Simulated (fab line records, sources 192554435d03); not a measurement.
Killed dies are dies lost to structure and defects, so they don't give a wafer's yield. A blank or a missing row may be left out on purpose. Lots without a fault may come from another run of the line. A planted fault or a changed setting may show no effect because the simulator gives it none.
Chamber matching | flow n5_finfet | N5_BEOL_M12_CMP_49 on cmp-03: 4 sister chambers
The step polishes, stops on SiOC, t overpolish 20.6 s, target thk 320 nm. 8 wafers are shown with their chamber, then 11 later ones without.

WAFERS WITH THEIR CHAMBER
wafer  | chamber | motor_current_A (A) | barrier_field_endpoint_s (s)
L083.1 | 2       | 6.7                 | 30.3
L082.1 | 0       | 6.7                 | 30.8
L082.3 | 3       | 7.2                 | 30.7
L082.4 | 1       | 6.3                 | 30.2
L085.2 | 2       | 6.8                 | 30.3
L085.4 | 3       | 6.7                 | 30.7
L085.5 | 0       | 6.6                 | 31.3
L090.1 | 1       | 6.1                 | 29.2

WAFERS WITHOUT THEIR CHAMBER
wafer  | motor_current_A (A) | barrier_field_endpoint_s (s)
L090.3 | 7.0                 | 32.0
L090.5 | 6.8                 | 31.2
L091.2 | 6.8                 | 28.5
L091.5 | 6.5                 | 29.1
L091.6 | 6.0                 | 28.6
L094.3 | 7.0                 | 30.4
L094.4 | 6.5                 | 29.6
L094.6 | 6.6                 | 29.7
L096.4 | 6.8                 | 28.0
L096.5 | 6.6                 | 29.4
L096.6 | 6.6                 | 28.6

WHICH CHAMBER EACH WENT THROUGH
wafer  | from the rows above               | in truth
L090.3 | can't be placed: 0 or 3 or 2      | 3
L090.5 | can't be placed: 0 or 3 or 2      | 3
L091.2 | can't be placed: 1 or 2 or 3      | 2
L091.5 | can't be placed: 1 or 2           | 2
L091.6 | 1                                 | 1
L094.3 | can't be placed: 3 or 2 or 0      | 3
L094.4 | can't be placed: 1 or 2           | 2
L094.6 | can't be placed: 2 or 1 or 3 or 0 | 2
L096.4 | can't be placed: 1 or 2 or 3      | 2
L096.5 | can't be placed: 1 or 2 or 3      | 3
L096.6 | can't be placed: 1 or 2           | 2
Placed correctly: 1 of 11. Can't be placed from these rows: 10 (the true chamber is among the candidates in 10). Placed wrongly: 0.
How it was worked out, from the rows above alone: a wafer's distance from a chamber is the root of the sum, over the readings, of the square of ((its reading less the chamber's mean) divided by the reading's scatter). The wafer belongs to the nearest chamber; if the next one is less than 2 further off, it can't be placed. A chamber's mean is the mean of its shown wafers. The scatter: the root of (the sum of the squares of (reading less its chamber's mean) over the shown wafers, divided by (wafers less chambers)).
